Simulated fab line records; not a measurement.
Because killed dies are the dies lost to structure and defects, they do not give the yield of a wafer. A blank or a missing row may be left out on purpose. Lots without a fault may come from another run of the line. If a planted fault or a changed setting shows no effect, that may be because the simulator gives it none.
The tool behind it: which one?	flow nand-harc	72 wafers from 24 lots sampled at 6 of the route's 1159 steps

## WHAT THE GAUGES READ, wafer by wafer
NHARC_A_CONTACT_CD_MEAS_08: target cd 100 nm. Usual: cd-nm 100.4 nm, standard deviation 0.58.
lot	measured	on	cd-nm (nm)	flag
L077	day 17 10:49	cd-sem-01	100.8 101.0 101.4	
L075	day 17 10:40	cd-sem-01	100.3 100.9 99.7	
L076	day 17 16:42	cd-sem-03	99.5 98.9 100.8	
L074	day 17 18:38	cd-sem-02	99.4 101.1 100.5	
L078	day 17 21:42	cd-sem-03	100.5 100.3 100.4	
L081	day 18 08:12	cd-sem-01	100.3 100.1 99.7	
L079	day 18 02:47	cd-sem-01	101.3 101.3 101.6	
L080	day 18 11:38	cd-sem-03	100.8 100.1 100.8	
L083	day 19 14:10	cd-sem-03	99.9 100.7 100.1	
L082	day 19 17:13	cd-sem-01	101.1 100.0 100.0	
L085	day 19 19:26	cd-sem-03	100.8 101.6 101.1	
L084	day 19 23:29	cd-sem-01	100.6 100.3 101.0	
L086	day 20 04:10	cd-sem-02	100.7 99.8 100.0	
L087	day 20 08:09	cd-sem-01	100.8 99.6 100.8	
L088	day 20 13:49	cd-sem-01	101.1 101.3 100.9	
L090	day 21 04:58	cd-sem-03	100.5 100.6 100.3	
L089	day 21 03:43	cd-sem-01	100.2 100.5 100.6	
L092	day 21 11:00	cd-sem-01	100.4 100.6 101.0	
L091	day 21 11:15	cd-sem-02	99.5 98.8 99.9	
L093	day 21 19:13	cd-sem-03	99.3 100.2 100.5	
L094	day 22 11:32	cd-sem-03	100.2 100.3 100.8	
L095	day 22 10:32	cd-sem-01	99.5 100.1 99.9	
L096	day 22 08:36	cd-sem-03	101.0 100.2 101.2	
L097	day 22 22:04	cd-sem-03	98.9 100.3 99.7	

NHARC_A_CONTACT_INSPECT_10. Usual: raw-defect-count 29, standard deviation 14.
lot	measured	on	raw-defect-count	flag
L077	day 17 10:56	defect-inspect-02	7 8 12	
L075	day 17 10:47	defect-inspect-01	41 29 39	
L076	day 17 16:50	defect-inspect-02	11 6 8	
L074	day 17 18:46	defect-inspect-01	8 6 4	
L078	day 17 21:50	defect-inspect-01	37 46 37	
L081	day 18 08:19	defect-inspect-01	28 31 33	
L079	day 18 02:54	defect-inspect-01	12 6 11	
L080	day 18 11:46	defect-inspect-01	19 10 21	
L083	day 19 14:17	defect-inspect-01	35 38 46	
L082	day 19 17:20	defect-inspect-01	42 40 54	
L085	day 19 19:34	defect-inspect-02	17 13 14	
L084	day 19 23:37	defect-inspect-02	18 13 9	
L086	day 20 04:17	defect-inspect-02	26 32 40	
L087	day 20 08:16	defect-inspect-01	43 47 55	
L088	day 20 13:56	defect-inspect-02	16 17 26	
L090	day 21 05:05	defect-inspect-02	26 36 32	
L089	day 21 03:51	defect-inspect-02	40 45 36	
L092	day 21 11:07	defect-inspect-02	25 16 23	
L091	day 21 11:22	defect-inspect-01	20 46 36	
L093	day 21 19:20	defect-inspect-01	47 45 54	
L094	day 22 11:40	defect-inspect-02	42 43 38	
L095	day 22 10:39	defect-inspect-02	38 34 41	
L096	day 22 08:43	defect-inspect-02	44 52 51	
L097	day 22 22:11	defect-inspect-01	33 40 33	

## EACH LOT AND THE TOOL THAT RAN IT (in order: tool; ch and the chambers of the sampled wafers; start)
lot	NHARC_A_WL_FILL_ALD_10	NHARC_A_CONTACT_ETCH_50	NHARC_A_CONTACT_ETCH_127	NHARC_A_CONTACT_DEP_84
L077	ald-hk-04 ch 0,3, day 15 22:52	rie-diel-10 ch 0,1,3, day 17 05:16 or earlier	har-cap-etch-03 ch 0,1, day 17 05:16	acl-dep-01 ch 0, day 17 08:41
L075	ald-hk-01 ch 1,2,3, day 15 23:53	rie-diel-03 ch 0,1,3, day 17 04:54 or earlier	har-cap-etch-01 ch 0,1, day 17 04:54	acl-dep-03 ch 0, day 17 08:52
L076	ald-hk-01 ch 1,2,3, day 16 03:12	rie-diel-06 ch 2,3, day 17 08:41 or earlier	har-cap-etch-02 ch 0,1, day 17 08:41	acl-dep-01 ch 0, day 17 14:44
L074	ald-hk-03 ch 0,2,3, day 16 07:13	rie-diel-03 ch 0,2,3, day 17 13:41 or earlier	har-cap-etch-02 ch 0,1, day 17 13:41	acl-dep-02 ch 0, day 17 16:47
L078	ald-hk-03 ch 1,2, day 16 10:54	rie-diel-03 ch 1,2, day 17 15:58 or earlier	har-cap-etch-03 ch 1, day 17 15:58	acl-dep-02 ch 0, day 17 19:43
L081	ald-hk-03 ch 0,2,3, day 16 16:11	rie-diel-03 ch 0,1, day 18 03:20 or earlier	har-cap-etch-01 ch 0,1, day 18 03:20	acl-dep-01 ch 0, day 18 06:13
L079	ald-hk-01 ch 1,2,3, day 16 17:14	rie-diel-10 ch 0,1,3, day 17 22:14 or earlier	har-cap-etch-01 ch 0,1, day 17 22:14	acl-dep-02 ch 0, day 18 00:48
L080	ald-hk-04 ch 0,1,2, day 16 17:40	rie-diel-06 ch 0,1,2, day 18 06:56 or earlier	har-cap-etch-02 ch 0,1, day 18 06:56	acl-dep-02 ch 0, day 18 10:13
L083	ald-hk-03 ch 0,2,3, day 17 23:08	rie-diel-03 ch 0,1,2, day 19 05:04 or earlier	har-cap-etch-02 ch 0,1, day 19 05:04	acl-dep-01 ch 0, day 19 12:10
L082	ald-hk-04 ch 0,2,3, day 18 00:11	rie-diel-10 ch 0,3, day 18 20:27	har-cap-etch-03 ch 0,1, day 19 09:35	acl-dep-01 ch 0, day 19 15:26
L085	ald-hk-03 ch 0,2,3, day 18 03:17	rie-diel-10 ch 2,3, day 19 14:07 or earlier	har-cap-etch-02 ch 0,1, day 19 14:07	acl-dep-03 ch 0, day 19 17:47
L084	ald-hk-03 ch 1,2, day 18 06:29	rie-diel-06 ch 0,1,3, day 19 17:50 or earlier	har-cap-etch-03 ch 0,1, day 19 17:50	acl-dep-01 ch 0, day 19 21:38
L086	ald-hk-03 ch 0,1,3, day 18 14:01	rie-diel-03 ch 1,2,3, day 19 23:37 or earlier	har-cap-etch-03 ch 0,1, day 19 23:37	acl-dep-02 ch 0, day 20 02:23
L087	ald-hk-04 ch 1,3, day 18 14:32	rie-diel-10 ch 0,3, day 20 01:02 or earlier	har-cap-etch-02 ch 0,1, day 20 01:02	acl-dep-01 ch 0, day 20 06:22
L088	ald-hk-03 ch 0,3, day 19 00:10	rie-diel-10 ch 0,2, day 20 07:57 or earlier	har-cap-etch-03 ch 0,1, day 20 07:57	acl-dep-02 ch 0, day 20 12:17
L090	ald-hk-04 ch 0,2, day 19 13:37	rie-diel-06 ch 0,3, day 20 23:45 or earlier	har-cap-etch-02 ch 0,1, day 20 23:45	acl-dep-02 ch 0, day 21 02:59
L089	ald-hk-03 ch 0,1,2, day 19 14:49	rie-diel-03 ch 0,2, day 20 23:08 or earlier	har-cap-etch-03 ch 0,1, day 20 23:08	acl-dep-02 ch 0, day 21 01:44
L092	ald-hk-04 ch 2,3, day 19 23:16	rie-diel-10 ch 0,2,3, day 21 04:19 or earlier	har-cap-etch-03 ch 0,1, day 21 04:19	acl-dep-03 ch 0, day 21 09:14
L091	ald-hk-03 ch 0,1,2, day 20 00:49	rie-diel-03 ch 0,2,3, day 21 04:58 or earlier	har-cap-etch-02 ch 0,1, day 21 04:58	acl-dep-02 ch 0, day 21 09:53
L093	ald-hk-04 ch 0,1,3, day 20 03:27	rie-diel-03 ch 0,2,3, day 21 11:52 or earlier	har-cap-etch-01 ch 0,1, day 21 11:52	acl-dep-01 ch 0, day 21 17:13
L094	ald-hk-01 ch 0,1,2, day 20 13:41	rie-diel-10 ch 0,2,3, day 22 06:43 or earlier	har-cap-etch-01 ch 0,1, day 22 06:43	acl-dep-01 ch 0, day 22 09:53
L095	ald-hk-03 ch 0,1,3, day 20 14:11	rie-diel-06 ch 0,3, day 22 05:50 or earlier	har-cap-etch-03 ch 0,1, day 22 05:50	acl-dep-03 ch 0, day 22 08:33
L096	ald-hk-04 ch 0,3, day 20 15:12	rie-diel-03 ch 0,1,3, day 22 01:29 or earlier	har-cap-etch-02 ch 0,1, day 22 01:29	acl-dep-01 ch 0, day 22 07:14
L097	ald-hk-01 ch 2,3, day 21 09:41	rie-diel-10 ch 1,2,3, day 22 15:38 or earlier	har-cap-etch-03 ch 0,1, day 22 15:38	acl-dep-01 ch 0, day 22 20:14
- NHARC_A_WL_FILL_ALD_10: deposits SiO2, target thk 50 nm, pulse time 10 s, ald cycles 500.
- NHARC_A_CONTACT_ETCH_50: etches the open film in CF4/CHF3, target depth 84.7 nm, time 42.4 s.
- NHARC_A_CONTACT_ETCH_127: etches the open film in C4F8/O2/Ar, time 155 s, target depth 956 nm.
- NHARC_A_CONTACT_DEP_84: deposits aC, target thk 2000 nm.

## AS READ BY THE TOOLS THEMSELVES (means over the sampled wafers that have a number; for cases with no such wafer, the mark the record gives instead)
NHARC_A_WL_FILL_ALD_10. Usual: heater-power-w 483 W, standard deviation 39; precursor-pulse-height-rel 0.998, standard deviation 0.02.
lot	tool	heater-power-w (W)	precursor-pulse-height-rel	flag
L077	ald-hk-04	509	0.989	
L075	ald-hk-01	501	0.976	
L076	ald-hk-01	495	0.994	
L074	ald-hk-03	480	1.008	
L078	ald-hk-03	481	0.984	
L081	ald-hk-03	479	0.989	
L079	ald-hk-01	502	1.026	
L080	ald-hk-04	446	0.992	
L083	ald-hk-03	482	0.979	
L082	ald-hk-04	482	1.000	
L085	ald-hk-03	467	1.003	
L084	ald-hk-03	493	0.992	
L086	ald-hk-03	495	0.981	
L087	ald-hk-04	477	0.986	
L088	ald-hk-03	497	0.996	
L090	ald-hk-04	448	0.990	
L089	ald-hk-03	471	0.983	
L092	ald-hk-04	475	1.015	
L091	ald-hk-03	465	0.987	
L093	ald-hk-04	473	0.999	
L094	ald-hk-01	496	0.975	
L095	ald-hk-03	488	0.983	
L096	ald-hk-04	482	1.003	
L097	ald-hk-01	488	1.008	

NHARC_A_CONTACT_ETCH_50. Usual: drypump-motor-current-A 5.8 A, standard deviation 0.44; oes-product-au 0.944 a.u., standard deviation 0.019; rf-vpp-V 370.2 V, standard deviation 1.9; showerhead-plenum-p-Torr 1.56 Torr, standard deviation 0.052; throttle-valve-pct 16.804 %, standard deviation 0.0097.
lot	tool	drypump-motor-current-A (A)	oes-product-au (a.u.)	rf-vpp-V (V)	showerhead-plenum-p-Torr (Torr)	throttle-valve-pct (%)	flag
L077	rie-diel-10	5.8	0.954	369.6	1.55	16.805	
L075	rie-diel-03	6.0	0.961	369.5	1.54	16.806	
L076	rie-diel-06	5.6	0.926	369.7	1.55	16.803	
L074	rie-diel-03	5.9	0.966	370.8	1.60	16.803	
L078	rie-diel-03	5.6	0.932	369.9	1.56	16.797	
L081	rie-diel-03	6.2	0.945	369.2	1.53	16.802	
L079	rie-diel-10	5.8	0.958	370.0	1.54	16.799	
L080	rie-diel-06	5.8	0.926	370.2	1.56	16.801	
L083	rie-diel-03	5.9	0.949	370.7	1.57	16.797	
L082	rie-diel-10	5.3	0.936	369.5	1.54	16.804	
L085	rie-diel-10	5.8	0.937	370.2	1.57	16.802	
L084	rie-diel-06	6.0	0.976	370.7	1.58	16.803	
L086	rie-diel-03	5.7	0.947	371.5	1.58	16.799	
L087	rie-diel-10	5.3	0.927	369.5	1.54	16.802	
L088	rie-diel-10	5.7	0.942	371.9	1.60	16.795	
L090	rie-diel-06	6.2	0.938	371.6	1.59	16.794	
L089	rie-diel-03	5.8	0.963	372.0	1.63	16.807	
L092	rie-diel-10	5.6	0.924	370.2	1.56	16.804	
L091	rie-diel-03	5.9	0.928	371.1	1.60	16.807	
L093	rie-diel-03	5.9	0.945	371.3	1.60	16.810	
L094	rie-diel-10	5.6	0.926	371.1	1.56	16.803	
L095	rie-diel-06	6.2	0.923	371.0	1.58	16.809	
L096	rie-diel-03	6.0	0.970	369.7	1.54	16.806	
L097	rie-diel-10	6.0	0.924	369.1	1.53	16.806	

NHARC_A_CONTACT_DEP_84. Usual: throttle-valve-pct 35.000 %, standard deviation 0.0092.
lot	tool	throttle-valve-pct (%)	flag
L077	acl-dep-01	34.999	
L075	acl-dep-03	34.994	
L076	acl-dep-01	34.997	
L074	acl-dep-02	34.990	
L078	acl-dep-02	34.999	
L081	acl-dep-01	35.005	
L079	acl-dep-02	34.997	
L080	acl-dep-02	34.993	
L083	acl-dep-01	35.004	
L082	acl-dep-01	34.994	
L085	acl-dep-03	35.002	
L084	acl-dep-01	34.997	
L086	acl-dep-02	35.002	
L087	acl-dep-01	35.007	
L088	acl-dep-02	35.005	
L090	acl-dep-02	35.003	
L089	acl-dep-02	35.001	
L092	acl-dep-03	35.002	
L091	acl-dep-02	35.002	
L093	acl-dep-01	34.999	
L094	acl-dep-01	34.993	
L095	acl-dep-03	35.002	
L096	acl-dep-01	34.999	
L097	acl-dep-01	35.002	

## THE ANSWER, worked out from the rows above alone
Rule: a lot is off if the mean of its wafers that have a number lies more than 3 standard deviations from the usual mean. Also off: a lot with no number at a reading for which 4 or more lots have one. The other lots that the step has rows for count as sound. After the gauges, taken in route order, come the tools' own readings; for these a lot's mean is taken, as printed above. At the first step where some lot is off, the reading lying furthest off is the one used; lots without a number count as furthest.
Across all readings shown, no lot is off: no conclusion can be drawn from this.

## WHAT WAS PUT IN BY THE SIMULATOR
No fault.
